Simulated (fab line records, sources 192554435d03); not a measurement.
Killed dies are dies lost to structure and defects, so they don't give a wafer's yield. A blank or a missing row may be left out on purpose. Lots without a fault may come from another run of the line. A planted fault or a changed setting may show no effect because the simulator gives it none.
A struck lot beside a sound one | flow n5_finfet | 36 steps out of a route of 1938
Sound: wafers L755.1, L755.3, L755.6. Struck: wafers L769.2, L769.4. The cause comes at the end.
At each step with rows: each side's tool, then ch and its chambers, then its first start. Under that, the readings that differ: sound wafers | struck wafers | difference of the means | sigmas: that difference in standard deviations of wafers without a fault.
alike: readings whose means differ by less than 2 such deviations, and words and numbers that are the same on both sides. not compared: withheld readings, readings that some wafer has no value for, bounds like >300 that may hide the same value, and numbers for which the record gives no deviation and whose values overlap.
The two part at a step that has a row with sigmas, a row that says differs or no value, or rows on one side only. Numbers that don't overlap but have no deviation are shown without sigmas and don't part them. A reading that every wafer of one side lacks parts them only if that side has two wafers or more.

first, 9 steps without rows for these wafers: N5_BEOL_M4_ANNEAL_95 (time 240 s); N5_BEOL_M4_SPUTTER_96 (material Cu, target thk 4.5 nm, time 8.29 s); N5_BEOL_M4_ECD_50 (material Cu, target thk 300 nm); N5_BEOL_M4_ANNEAL_51 (time 90 s); N5_BEOL_M4_CMP_52 (polishes, stops on SiOC, t overpolish 6.8 s, target thk 40 nm); N5_BEOL_M4_PRE_CLEAN_60 (time 15 s); N5_BEOL_M4_CO_CAP_55 (material Co, precursor CCTBA/H2, target thk 2 nm, time 102.1 s); N5_BEOL_M4_PRE_CLEAN_56 (time 15 s); N5_BEOL_M4_DEP_57 (deposits SiCN from 3MS/NH3, target thk 8 nm, time 14 s).
N5_BEOL_M4_RC_MEAS_101:
  sound on prober-02 ch 0, day 9 10:29; struck on prober-01 ch 0, day 12 19:38
  reading       | sound          | struck    | difference | sigmas
  SS_P (mV/dec) | 72.8 72.8 72.7 | 74.5 74.1 | +1.5       | +2
  alike: DIBL_N, DIBL_P, IOFF_N, IOFF_P, ION_N, ION_P, SS_N, VT_N, VT_P
then, 24 steps without rows for these wafers: N5_BEOL_M5_ILD_DEP_00 (deposits SiCOH lowk from DEMS/porogen, target thk 140.64 nm, time 25.9 s); N5_BEOL_M5_CURE_79 (cures SiCOH lowk, time 240 s); N5_BEOL_M5_PECVD_70 (deposits SiO2 from TEOS/O2, target thk 16 nm, time 18 s); N5_BEOL_M5_HM_DEP_02 (deposits TiN, target thk 20 nm); N5_BEOL_M5_COAT_59 (time 60 s, resist thk 60 nm); N5_BEOL_M5_COAT_60 (time 60 s, resist thk 12 nm); N5_BEOL_M5_COAT_71 (time 60 s, resist thk 5 nm); N5_BEOL_M5_COAT_05 (resist thk 30 nm); N5_BEOL_M5_EBR_07; N5_BEOL_M5_SOFTBAKE_06 (time 60 s); N5_BEOL_M5_EXPOSE_08 (exposes mask M5, target cd 28 nm); N5_BEOL_M5_PEB_09 (peb time 60 s); N5_BEOL_M5_DEVELOP_10 (develop time 30 s); N5_BEOL_M5_DESCUM_16 (chemistry O2, time 7 s); N5_BEOL_M5_ETCH_72 (etches underlayer in N2/H2, target depth 6.5 nm, time 5.2 s); N5_BEOL_M5_ETCH_61 (etches SiARC in CF4, target depth 15.6 nm, time 26 s); N5_BEOL_M5_ETCH_62 (etches SOC in N2/H2, target depth 75 nm, overetch 15 nm, time 112.5 s); N5_BEOL_M5_STRIP_63 (strips in N2/H2); N5_BEOL_M5_STRIP_73 (strips in N2/H2); N5_BEOL_M5_STRIP_64 (strips in CF4); N5_BEOL_M5_HM_OPEN_17 (chemistry Cl2/BCl3, target TiN, target depth 20 nm, overetch 6 nm); N5_BEOL_M5_STRIP_19 (strips in O2); N5_BEOL_M5_COAT_65 (time 60 s, resist thk 60 nm); N5_BEOL_M5_COAT_66 (time 60 s, resist thk 12 nm).
N5_BEOL_M5_EXPOSE_25: exposes mask V4, defocus 10 nm.
  sound on euv_scanner-02 ch 0, day 9 15:06; struck on euv_scanner-02 ch 0, day 13 03:25
  alike: mask
-- the record jumps here: 5 days lie between the struck wafers' starts before and after (it left off in module BEOL_M5 and takes up again in module PASSIVATION, whose first step shown is number 1936 of the route) --
N5_PASSIVATION_PROBE_49:
  sound on prober-02, day 13 23:44; struck on prober-02, day 18 10:11
  reading                  | sound          | struck    | difference | sigmas
  defect_limited_yield (%) | 90.1 90.3 90.3 | 0 0       | -90        | -64
  killed_at_M0_to_M3       | 47 51 58       | 26 22     | -28        | -3
  killed_at_M4_up          | 24 12 18       | 1101 1100 | +1082      | +99 or more
  killed_at_other          | 1 3 0          | 2 17      | +8         | +3
  killed_dies              | 117 114 114    | 1180 1180 | +1065      | +63
  killed_on_rim            | 11 10 16       | 152 152   | +140       | +33
  sort_n_pass              | 1063 1066 1066 | 0 0       | -1065      | -63
  sort_yield_pct (%)       | 90.1 90.3 90.3 | 0 0       | -90        | -64
  alike: killed_at_contacts, killed_at_front_end, killed_open, killed_short, sort_bin_5_function, sort_bin_6_memory, sort_bin_8_speed

WHERE THEY PART
First at N5_BEOL_M4_RC_MEAS_101; last, within this record, at N5_PASSIVATION_PROBE_49.

WHY: what the simulator had put in
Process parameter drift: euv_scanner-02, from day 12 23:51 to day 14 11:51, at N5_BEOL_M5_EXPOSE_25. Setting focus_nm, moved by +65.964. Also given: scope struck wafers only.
